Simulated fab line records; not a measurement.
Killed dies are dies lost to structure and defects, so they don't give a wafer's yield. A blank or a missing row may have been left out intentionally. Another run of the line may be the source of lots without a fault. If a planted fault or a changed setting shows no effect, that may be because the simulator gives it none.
Matching of chambers ; flow nandHarc ; NHARC_A_STAIRCASE_DESCUM_219 on rieDiel-04: 4 sister chambers
The step chemistry O2, time 3 s. 14 wafers are shown with their chamber, then 7 later ones without.

## WAFERS PAIRED WITH THEIR CHAMBERS
wafer;chamber;drypumpMotorCurrentA (A);showerheadPlenumPTorr (Torr);oesProductAu (a.u.)
L074.3;3;5.98;1.98;0.996
L074.4;1;5.49;1.89;0.996
L074.5;2;5.62;2.06;1.005
L077.1;1;5.48;1.89;0.997
L077.4;2;5.63;2.06;1.010
L077.5;2;5.62;2.06;1.005
L085.1;0;5.73;1.96;0.995
L085.2;1;5.44;1.88;0.993
L085.3;2;5.63;2.05;1.014
L089.3;1;5.50;1.88;0.991
L089.5;2;5.61;2.05;1.009
L089.6;1;5.50;1.88;0.991
L090.1;3;5.96;1.97;0.984
L090.4;1;5.47;1.88;0.996

SIGNATURES (averages over the wafers above)
reading;chamber 0;chamber 1;chamber 2;chamber 3;scatter within a chamber
drypumpMotorCurrentA;5.7300;5.4800;5.6220;5.9700;0.0175
showerheadPlenumPTorr;1.9600;1.8833;2.0560;1.9750;0.00551
oesProductAu;0.99500;0.99400;1.00860;0.99000;0.00406
Rule: distance of a wafer from a chamber = root of the sum over the readings of ((wafer's reading minus chamber's mean) / reading's scatter) squared. If the next closest chamber is less than 2 further off than the closest, the wafer can't be placed; otherwise it belongs to the closest. The scatter: the root of (the sum of the squares of (reading less its chamber's mean) over the shown wafers, divided by (wafers less chambers)).

## WAFERS MISSING THEIR CHAMBER
wafer;drypumpMotorCurrentA (A);showerheadPlenumPTorr (Torr);oesProductAu (a.u.)
L090.5;5.63;2.05;1.010
L093.1;5.62;2.05;1.005
L093.3;5.51;1.88;0.993
L093.5;6.00;1.97;0.990
L096.2;5.61;2.05;1.001
L096.4;5.71;1.96;0.995
L096.5;5.52;1.88;1.000

## CHAMBER TAKEN BY EACH
wafer;from the rows above;in truth
L090.5;2;2
L093.1;2;2
L093.3;1;1
L093.5;3;3
L096.2;2;2
L096.4;0;0
L096.5;1;1
Correctly placed: 7 of 7. Can't be placed from these rows: 0. Wrongly placed: 0.
